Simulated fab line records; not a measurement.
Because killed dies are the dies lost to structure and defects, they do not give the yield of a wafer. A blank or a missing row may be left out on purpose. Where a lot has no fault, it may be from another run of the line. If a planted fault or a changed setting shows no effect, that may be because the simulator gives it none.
Matching of chambers :: flow n5_finfet :: N5_GATE_CUT_ETCH_58 on rie_diel-02 has 4 sister chambers
The step etches SiNx in CH3F/O2, target depth 17 nm, time 128.6 s. 18 wafers are shown with their chamber, then 9 later ones without.

EACH WAFER AND ITS CHAMBER
wafer: L074.3
chamber: 0
showerhead_plenum_p_Torr (Torr): 1.97
drypump_motor_current_A (A): 5.8
throttle_valve_pct (%): 16.3

wafer: L074.4
chamber: 2
showerhead_plenum_p_Torr (Torr): 1.92
drypump_motor_current_A (A): 5.9
throttle_valve_pct (%): 16.6

wafer: L074.5
chamber: 2
showerhead_plenum_p_Torr (Torr): 1.92
drypump_motor_current_A (A): 5.8
throttle_valve_pct (%): 16.6

wafer: L075.1
chamber: 1
showerhead_plenum_p_Torr (Torr): 2.04
drypump_motor_current_A (A): 4.8
throttle_valve_pct (%): 16.6

wafer: L075.4
chamber: 3
showerhead_plenum_p_Torr (Torr): 2.13
drypump_motor_current_A (A): 5.4
throttle_valve_pct (%): 15.9

wafer: L075.5
chamber: 0
showerhead_plenum_p_Torr (Torr): 1.97
drypump_motor_current_A (A): 5.8
throttle_valve_pct (%): 16.3

wafer: L078.1
chamber: 2
showerhead_plenum_p_Torr (Torr): 1.92
drypump_motor_current_A (A): 5.8
throttle_valve_pct (%): 16.6

wafer: L078.4
chamber: 3
showerhead_plenum_p_Torr (Torr): 2.13
drypump_motor_current_A (A): 5.4
throttle_valve_pct (%): 15.9

wafer: L078.6
chamber: 2
showerhead_plenum_p_Torr (Torr): 1.92
drypump_motor_current_A (A): 5.9
throttle_valve_pct (%): 16.6

wafer: L079.2
chamber: 2
showerhead_plenum_p_Torr (Torr): 1.92
drypump_motor_current_A (A): 5.9
throttle_valve_pct (%): 16.7

wafer: L079.3
chamber: 3
showerhead_plenum_p_Torr (Torr): 2.13
drypump_motor_current_A (A): 5.4
throttle_valve_pct (%): 15.9

wafer: L079.4
chamber: 1
showerhead_plenum_p_Torr (Torr): 2.04
drypump_motor_current_A (A): 4.8
throttle_valve_pct (%): 16.6

wafer: L080.2
chamber: 3
showerhead_plenum_p_Torr (Torr): 2.13
drypump_motor_current_A (A): 5.4
throttle_valve_pct (%): 15.9

wafer: L080.4
chamber: 2
showerhead_plenum_p_Torr (Torr): 1.92
drypump_motor_current_A (A): 5.9
throttle_valve_pct (%): 16.6

wafer: L080.5
chamber: 3
showerhead_plenum_p_Torr (Torr): 2.13
drypump_motor_current_A (A): 5.4
throttle_valve_pct (%): 15.9

wafer: L088.1
chamber: 0
showerhead_plenum_p_Torr (Torr): 1.97
drypump_motor_current_A (A): 5.8
throttle_valve_pct (%): 16.4

wafer: L088.5
chamber: 2
showerhead_plenum_p_Torr (Torr): 1.92
drypump_motor_current_A (A): 5.8
throttle_valve_pct (%): 16.7

wafer: L088.6
chamber: 1
showerhead_plenum_p_Torr (Torr): 2.03
drypump_motor_current_A (A): 4.8
throttle_valve_pct (%): 16.7

SIGNATURES (averages over the wafers above)
reading: showerhead_plenum_p_Torr
chamber 0: 1.9700
chamber 1: 2.0367
chamber 2: 1.9200
chamber 3: 2.1300
scatter within a chamber: 0.00218

reading: drypump_motor_current_A
chamber 0: 5.800
chamber 1: 4.800
chamber 2: 5.857
chamber 3: 5.400
scatter within a chamber: 0.035

reading: throttle_valve_pct
chamber 0: 16.333
chamber 1: 16.633
chamber 2: 16.629
chamber 3: 15.900
scatter within a chamber: 0.0444
Rule: a wafer's distance from a chamber is the root of the sum, over the readings, of the square of ((its reading less the chamber's mean) divided by the reading's scatter). The wafer belongs to the nearest chamber; if the next one is less than 2 further off, it can't be placed. How the scatter is found: for the shown wafers, subtract from each reading the mean of its chamber, square and add these, divide the total by (wafers less chambers), then take the root.

WAFERS WITH NO CHAMBER GIVEN
wafer: L091.3
showerhead_plenum_p_Torr (Torr): 1.92
drypump_motor_current_A (A): 5.8
throttle_valve_pct (%): 16.7

wafer: L091.4
showerhead_plenum_p_Torr (Torr): 2.12
drypump_motor_current_A (A): 5.4
throttle_valve_pct (%): 15.9

wafer: L091.6
showerhead_plenum_p_Torr (Torr): 1.97
drypump_motor_current_A (A): 5.8
throttle_valve_pct (%): 16.4

wafer: L094.1
showerhead_plenum_p_Torr (Torr): 1.91
drypump_motor_current_A (A): 5.8
throttle_valve_pct (%): 16.7

wafer: L094.3
showerhead_plenum_p_Torr (Torr): 1.96
drypump_motor_current_A (A): 5.8
throttle_valve_pct (%): 16.4

wafer: L094.4
showerhead_plenum_p_Torr (Torr): 2.03
drypump_motor_current_A (A): 4.9
throttle_valve_pct (%): 16.7

wafer: L095.1
showerhead_plenum_p_Torr (Torr): 2.12
drypump_motor_current_A (A): 5.4
throttle_valve_pct (%): 15.9

wafer: L095.3
showerhead_plenum_p_Torr (Torr): 2.03
drypump_motor_current_A (A): 4.8
throttle_valve_pct (%): 16.7

wafer: L095.6
showerhead_plenum_p_Torr (Torr): 1.96
drypump_motor_current_A (A): 5.8
throttle_valve_pct (%): 16.4

CHAMBER TAKEN BY EACH
wafer: L091.3
from the rows above: 2
in truth: 2

wafer: L091.4
from the rows above: 3
in truth: 3

wafer: L091.6
from the rows above: 0
in truth: 0

wafer: L094.1
from the rows above: 2
in truth: 2

wafer: L094.3
from the rows above: 0
in truth: 0

wafer: L094.4
from the rows above: 1
in truth: 1

wafer: L095.1
from the rows above: 3
in truth: 3

wafer: L095.3
from the rows above: 1
in truth: 1

wafer: L095.6
from the rows above: 0
in truth: 0
Placed correctly: 9 of 9. Can't be placed from these rows: 0. 0 placed wrongly.
